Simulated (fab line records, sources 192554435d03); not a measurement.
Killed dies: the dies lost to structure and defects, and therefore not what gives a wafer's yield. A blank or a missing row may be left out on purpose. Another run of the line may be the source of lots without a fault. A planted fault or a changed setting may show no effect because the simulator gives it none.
Chamber matching :: flow n5Finfet :: rieDiel-02 running N5_BEOL_M8_ETCH_62: 4 sister chambers
The step etches SOC in N2/H2, target depth 110 nm, overetch 22 nm, time 165 s. 20 wafers are shown with their chamber, then 10 later ones without.

== WAFERS PAIRED WITH THEIR CHAMBERS ==
wafer: L076.2
chamber: 2
showerheadPlenumPTorr (Torr): 2.43
drypumpMotorCurrentA (A): 6.18
oesProductAu (a.u.): 0.63

wafer: L076.4
chamber: 1
showerheadPlenumPTorr (Torr): 2.70
drypumpMotorCurrentA (A): 6.30
oesProductAu (a.u.): 0.75

wafer: L076.6
chamber: 2
showerheadPlenumPTorr (Torr): 2.43
drypumpMotorCurrentA (A): 6.15
oesProductAu (a.u.): 0.63

wafer: L077.3
chamber: 1
showerheadPlenumPTorr (Torr): 2.70
drypumpMotorCurrentA (A): 6.30
oesProductAu (a.u.): 0.76

wafer: L077.4
chamber: 0
showerheadPlenumPTorr (Torr): 2.47
drypumpMotorCurrentA (A): 6.27
oesProductAu (a.u.): 0.70

wafer: L077.6
chamber: 1
showerheadPlenumPTorr (Torr): 2.70
drypumpMotorCurrentA (A): 6.30
oesProductAu (a.u.): 0.75

wafer: L078.1
chamber: 1
showerheadPlenumPTorr (Torr): 2.70
drypumpMotorCurrentA (A): 6.31
oesProductAu (a.u.): 0.75

wafer: L078.2
chamber: 0
showerheadPlenumPTorr (Torr): 2.47
drypumpMotorCurrentA (A): 6.29
oesProductAu (a.u.): 0.70

wafer: L078.4
chamber: 2
showerheadPlenumPTorr (Torr): 2.42
drypumpMotorCurrentA (A): 6.17
oesProductAu (a.u.): 0.62

wafer: L082.2
chamber: 1
showerheadPlenumPTorr (Torr): 2.69
drypumpMotorCurrentA (A): 6.28
oesProductAu (a.u.): 0.74

wafer: L082.3
chamber: 2
showerheadPlenumPTorr (Torr): 2.42
drypumpMotorCurrentA (A): 6.15
oesProductAu (a.u.): 0.62

wafer: L082.6
chamber: 1
showerheadPlenumPTorr (Torr): 2.69
drypumpMotorCurrentA (A): 6.27
oesProductAu (a.u.): 0.73

wafer: L080.1
chamber: 1
showerheadPlenumPTorr (Torr): 2.69
drypumpMotorCurrentA (A): 6.30
oesProductAu (a.u.): 0.75

wafer: L080.4
chamber: 2
showerheadPlenumPTorr (Torr): 2.42
drypumpMotorCurrentA (A): 6.18
oesProductAu (a.u.): 0.63

wafer: L080.6
chamber: 0
showerheadPlenumPTorr (Torr): 2.46
drypumpMotorCurrentA (A): 6.28
oesProductAu (a.u.): 0.69

wafer: L081.2
chamber: 0
showerheadPlenumPTorr (Torr): 2.46
drypumpMotorCurrentA (A): 6.28
oesProductAu (a.u.): 0.69

wafer: L081.4
chamber: 3
showerheadPlenumPTorr (Torr): 2.60
drypumpMotorCurrentA (A): 6.10
oesProductAu (a.u.): 0.71

wafer: L081.6
chamber: 1
showerheadPlenumPTorr (Torr): 2.69
drypumpMotorCurrentA (A): 6.28
oesProductAu (a.u.): 0.73

wafer: L084.1
chamber: 0
showerheadPlenumPTorr (Torr): 2.46
drypumpMotorCurrentA (A): 6.28
oesProductAu (a.u.): 0.68

wafer: L084.2
chamber: 2
showerheadPlenumPTorr (Torr): 2.42
drypumpMotorCurrentA (A): 6.15
oesProductAu (a.u.): 0.62

SIGNATURES (means of the wafers above)
reading: showerheadPlenumPTorr
chamber 0: 2.4640
chamber 1: 2.6950
chamber 2: 2.4233
chamber 3: 2.6000
scatter within a chamber: 0.00532

reading: drypumpMotorCurrentA
chamber 0: 6.2800
chamber 1: 6.2925
chamber 2: 6.1633
chamber 3: 6.1000
scatter within a chamber: 0.013

reading: oesProductAu
chamber 0: 0.6920
chamber 1: 0.7450
chamber 2: 0.6250
chamber 3: 0.7100
scatter within a chamber: 0.00877
Rule: for a wafer and a chamber, the distance is found by dividing, reading by reading, the gap between the wafer's reading and the chamber's mean by the reading's scatter, squaring, summing and taking the root. The wafer belongs to the nearest chamber; if the next one is less than 2 further off, it can't be placed. The scatter: the root of (the sum of the squares of (reading less its chamber's mean) over the shown wafers, divided by (wafers less chambers)).

== WAFERS WITHOUT THEIR CHAMBER ==
wafer: L084.5
showerheadPlenumPTorr (Torr): 2.42
drypumpMotorCurrentA (A): 6.12
oesProductAu (a.u.): 0.61

wafer: L086.1
showerheadPlenumPTorr (Torr): 2.46
drypumpMotorCurrentA (A): 6.31
oesProductAu (a.u.): 0.67

wafer: L086.2
showerheadPlenumPTorr (Torr): 2.41
drypumpMotorCurrentA (A): 6.18
oesProductAu (a.u.): 0.62

wafer: L086.4
showerheadPlenumPTorr (Torr): 2.60
drypumpMotorCurrentA (A): 6.16
oesProductAu (a.u.): 0.70

wafer: L088.1
showerheadPlenumPTorr (Torr): 2.45
drypumpMotorCurrentA (A): 6.27
oesProductAu (a.u.): 0.68

wafer: L088.3
showerheadPlenumPTorr (Torr): 2.41
drypumpMotorCurrentA (A): 6.17
oesProductAu (a.u.): 0.61

wafer: L088.5
showerheadPlenumPTorr (Torr): 2.59
drypumpMotorCurrentA (A): 6.11
oesProductAu (a.u.): 0.70

wafer: L096.1
showerheadPlenumPTorr (Torr): 2.45
drypumpMotorCurrentA (A): 6.28
oesProductAu (a.u.): 0.66

wafer: L096.3
showerheadPlenumPTorr (Torr): 2.59
drypumpMotorCurrentA (A): 6.15
oesProductAu (a.u.): 0.68

wafer: L096.5
showerheadPlenumPTorr (Torr): 2.41
drypumpMotorCurrentA (A): 6.14
oesProductAu (a.u.): 0.60

== WHICH CHAMBER EACH WENT THROUGH ==
wafer: L084.5
from the rows above: 2
in truth: 2

wafer: L086.1
from the rows above: 0
in truth: 0

wafer: L086.2
from the rows above: 2
in truth: 2

wafer: L086.4
from the rows above: 3
in truth: 3

wafer: L088.1
from the rows above: 0
in truth: 0

wafer: L088.3
from the rows above: 2
in truth: 2

wafer: L088.5
from the rows above: 3
in truth: 3

wafer: L096.1
from the rows above: 0
in truth: 0

wafer: L096.3
from the rows above: 3
in truth: 3

wafer: L096.5
from the rows above: 2
in truth: 2
Correctly placed: 10 of 10. Can't be placed from these rows: 0. Wrongly placed: 0.
